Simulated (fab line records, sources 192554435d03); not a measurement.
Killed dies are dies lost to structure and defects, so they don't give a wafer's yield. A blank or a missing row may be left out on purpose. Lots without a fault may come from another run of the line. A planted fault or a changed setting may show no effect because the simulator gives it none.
Which tool did it? | flow n5_finfet | 24 lots, 72 wafers sampled, at 3 steps of a route of 1938

WHAT THE GAUGES READ, wafer by wafer
N5_BEOL_M13_OVL_MEAS_29.
lot  | measured     | on         | M13_OVL (nm)
L074 | day 10 15:54 | overlay-02 | -3 0 -2
L075 | day 11 06:56 | overlay-02 | 3 1 -1
L077 | day 11 12:39 | overlay-01 | -7 -4 -5
L078 | day 11 13:17 | overlay-01 | 8 5 3
L076 | day 11 13:40 | overlay-01 | -11 -17 -8
L079 | day 11 22:19 | overlay-02 | -5 -2 3
L080 | day 12 06:06 | overlay-02 | -1 2 2
L082 | day 12 14:17 | overlay-02 | 0 0 2
L081 | day 12 21:37 | overlay-02 | -4 2 -11
L083 | day 12 22:45 | overlay-01 | 4 0 -6
L084 | day 12 23:47 | overlay-02 | -11 -7 -4
L085 | day 13 15:43 | overlay-01 | -14 -11 -13
L088 | day 13 23:31 | overlay-02 | -3 5 -2
L087 | day 14 00:04 | overlay-02 | -2 -4 -7
L086 | day 14 05:19 | overlay-02 | 3 7 0
L090 | day 14 20:52 | overlay-01 | 0 6 6
L089 | day 15 00:44 | overlay-01 | 3 -2 3
L091 | day 15 03:14 | overlay-01 | -8 -11 -10
L093 | day 15 09:25 | overlay-01 | 6 -2 0
L092 | day 15 13:06 | overlay-01 | 1 2 -2
L094 | day 15 16:46 | overlay-02 | -1 0 7
L095 | day 16 02:36 | overlay-02 | -5 3 -2
L097 | day 16 09:30 | overlay-01 | -13 -5 -7
L096 | day 16 22:04 | overlay-02 | -9 -13 -15

WHICH TOOL RAN EACH LOT (tool, then ch and the chambers of the sampled wafers, then the start)
lot  | N5_BEOL_M12_DEGAS_41         | N5_BEOL_M12_PRE_CLEAN_42
L074 | pvd_sputter-01, day 10 12:41 | pvd_sputter-01, day 10 12:44
L075 | pvd_sputter-01, day 11 04:13 | pvd_sputter-01, day 11 04:15
L077 | pvd_sputter-02, day 11 09:56 | pvd_sputter-02, day 11 09:59
L078 | pvd_sputter-01, day 11 10:17 | pvd_sputter-01, day 11 10:19
L076 | pvd_sputter-01, day 11 10:49 | pvd_sputter-01, day 11 10:52
L079 | pvd_sputter-03, day 11 18:05 | pvd_sputter-03, day 11 18:08
L080 | pvd_sputter-02, day 12 02:58 | pvd_sputter-02, day 12 03:01
L082 | pvd_sputter-02, day 12 11:05 | pvd_sputter-02, day 12 11:08
L081 | pvd_sputter-03, day 12 18:38 | pvd_sputter-03, day 12 18:40
L083 | pvd_sputter-02, day 12 19:37 | pvd_sputter-02, day 12 19:40
L084 | pvd_sputter-02, day 12 20:37 | pvd_sputter-02, day 12 20:40
L085 | pvd_sputter-02, day 13 12:02 | pvd_sputter-02, day 13 12:04
L088 | pvd_sputter-03, day 13 20:46 | pvd_sputter-03, day 13 20:48
L087 | pvd_sputter-01, day 13 21:10 | pvd_sputter-01, day 13 21:12
L086 | pvd_sputter-02, day 14 02:28 | pvd_sputter-02, day 14 02:30
L090 | pvd_sputter-01, day 14 17:52 | pvd_sputter-01, day 14 17:55
L089 | pvd_sputter-01, day 14 18:14 | pvd_sputter-01, day 14 18:16
L091 | pvd_sputter-01, day 15 00:01 | pvd_sputter-01, day 15 00:03
L093 | pvd_sputter-01, day 15 06:15 | pvd_sputter-01, day 15 06:17
L092 | pvd_sputter-02, day 15 10:11 | pvd_sputter-02, day 15 10:13
L094 | pvd_sputter-03, day 15 13:21 | pvd_sputter-03, day 15 13:23
L095 | pvd_sputter-01, day 15 23:04 | pvd_sputter-01, day 15 23:06
L097 | pvd_sputter-03, day 16 06:32 | pvd_sputter-03, day 16 06:34
L096 | pvd_sputter-02, day 16 18:51 | pvd_sputter-02, day 16 18:53
- N5_BEOL_M12_DEGAS_41: time 60 s.
- N5_BEOL_M12_PRE_CLEAN_42: time 30 s.

WHAT THE TOOLS THEMSELVES READ (means of the sampled wafers that have a number; where no wafer has one, the mark that the record gives instead)
N5_BEOL_M12_DEGAS_41.
lot  | tool           | heater_power_w (W) | susceptor_temp_C (C)
L074 | pvd_sputter-01 | 316                | 250.09
L075 | pvd_sputter-01 | 324                | 249.81
L077 | pvd_sputter-02 | 313                | 249.87
L078 | pvd_sputter-01 | 310                | 250.08
L076 | pvd_sputter-01 | 323                | 249.98
L079 | pvd_sputter-03 | 307                | 249.86
L080 | pvd_sputter-02 | 302                | 250.03
L082 | pvd_sputter-02 | 305                | 250.00
L081 | pvd_sputter-03 | 323                | 249.93
L083 | pvd_sputter-02 | 293                | 249.93
L084 | pvd_sputter-02 | 320                | 249.95
L085 | pvd_sputter-02 | 311                | 249.93
L088 | pvd_sputter-03 | 317                | 250.11
L087 | pvd_sputter-01 | 322                | 250.06
L086 | pvd_sputter-02 | 307                | 249.82
L090 | pvd_sputter-01 | 319                | 250.13
L089 | pvd_sputter-01 | 315                | 250.13
L091 | pvd_sputter-01 | 306                | 250.10
L093 | pvd_sputter-01 | 321                | 249.91
L092 | pvd_sputter-02 | 313                | 249.96
L094 | pvd_sputter-03 | 322                | 250.10
L095 | pvd_sputter-01 | 315                | 250.03
L097 | pvd_sputter-03 | 308                | 250.18
L096 | pvd_sputter-02 | 310                | 249.89

N5_BEOL_M12_PRE_CLEAN_42.
lot  | tool           | heater_power_w (W) | susceptor_temp_C (C)
L074 | pvd_sputter-01 | 314                | 250.07
L075 | pvd_sputter-01 | 316                | 249.87
L077 | pvd_sputter-02 | 307                | 250.01
L078 | pvd_sputter-01 | 310                | 250.21
L076 | pvd_sputter-01 | 323                | 250.00
L079 | pvd_sputter-03 | 310                | 249.94
L080 | pvd_sputter-02 | 299                | 250.09
L082 | pvd_sputter-02 | 302                | 249.73
L081 | pvd_sputter-03 | 323                | 249.83
L083 | pvd_sputter-02 | 299                | 249.94
L084 | pvd_sputter-02 | 320                | 250.17
L085 | pvd_sputter-02 | 311                | 250.09
L088 | pvd_sputter-03 | 323                | 250.01
L087 | pvd_sputter-01 | 319                | 249.97
L086 | pvd_sputter-02 | 304                | 249.85
L090 | pvd_sputter-01 | 319                | 250.17
L089 | pvd_sputter-01 | 316                | 249.95
L091 | pvd_sputter-01 | 309                | 250.04
L093 | pvd_sputter-01 | 319                | 250.19
L092 | pvd_sputter-02 | 311                | 249.98
L094 | pvd_sputter-03 | 322                | 249.95
L095 | pvd_sputter-01 | 320                | 249.96
L097 | pvd_sputter-03 | 309                | 250.06
L096 | pvd_sputter-02 | 308                | 249.94

THE ANSWER, worked out from the rows above alone
Rule: what is usual is taken from the lots themselves. Put in order of their means at a reading, lots are off if they are a third of the lots or fewer, leave a main group of 4 or more, and stand apart from it by a gap of 3 or more times the standard deviation of the main group's means; of several such gaps the widest counts. A main group whose means are all the same, to the digits that the tables above print for the reading, isn't used. A lot without any number at a reading at which 4 lots or more have one is off too. The other lots that the step has rows for count as sound. The gauges are gone through in route order, then the tools' own readings, and for those a lot's mean is taken as printed above. The first step at which some lot is off is used, and at that step the reading that is off furthest; a lot without a number counts as furthest.
No lot is off at any reading shown: from this, nothing can be told.

WHAT THE SIMULATOR HAD PUT IN
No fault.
